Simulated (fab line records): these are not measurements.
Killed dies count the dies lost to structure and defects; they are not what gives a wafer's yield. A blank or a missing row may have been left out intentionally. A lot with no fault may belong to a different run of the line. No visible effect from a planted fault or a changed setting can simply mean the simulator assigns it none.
Chamber matching / flow nand harc / NHARC_A_CHANNEL_FILL_D1_STRIP_28 on rie diel-09: 4 sister chambers
The step strips in O2, time 20 s. 4 wafers are shown with their chamber, then 9 later ones without.

== WAFERS WITH THEIR CHAMBER ==
wafer=L347.5; chamber=3; showerhead plenum p Torr (Torr)=3.49
wafer=L351.4; chamber=2; showerhead plenum p Torr (Torr)=3.64
wafer=L351.5; chamber=0; showerhead plenum p Torr (Torr)=3.69
wafer=L351.6; chamber=1; showerhead plenum p Torr (Torr)=3.32

== WAFERS WITHOUT THEIR CHAMBER ==
wafer=L352.1; showerhead plenum p Torr (Torr)=3.32
wafer=L352.3; showerhead plenum p Torr (Torr)=3.69
wafer=L352.5; showerhead plenum p Torr (Torr)=3.32
wafer=L363.1; showerhead plenum p Torr (Torr)=3.32
wafer=L363.2; showerhead plenum p Torr (Torr)=3.63
wafer=L363.3; showerhead plenum p Torr (Torr)=3.69
wafer=L364.1; showerhead plenum p Torr (Torr)=3.63
wafer=L364.5; showerhead plenum p Torr (Torr)=3.48
wafer=L364.6; showerhead plenum p Torr (Torr)=3.69

== CHAMBER TAKEN BY EACH ==
wafer=L352.1; from the rows above=1; in truth=1
wafer=L352.3; from the rows above=0; in truth=0
wafer=L352.5; from the rows above=1; in truth=1
wafer=L363.1; from the rows above=1; in truth=1
wafer=L363.2; from the rows above=2; in truth=2
wafer=L363.3; from the rows above=0; in truth=0
wafer=L364.1; from the rows above=2; in truth=2
wafer=L364.5; from the rows above=3; in truth=3
wafer=L364.6; from the rows above=0; in truth=0
Placed correctly: 9 of 9. From these rows, 0 cannot be placed. Wrongly placed: 0.
How it was worked out, from the rows above alone: a wafer's distance from a chamber is the root of the sum, over the readings, of the square of ((its reading less the chamber's mean) divided by the reading's scatter). The wafer belongs to the nearest chamber; if the next one is less than 2 further off, it can't be placed. A chamber's mean is the mean of its shown wafers. The scatter: root of mean squared gap, hidden wafer to nearest shown wafer, with one shown wafer a chamber.
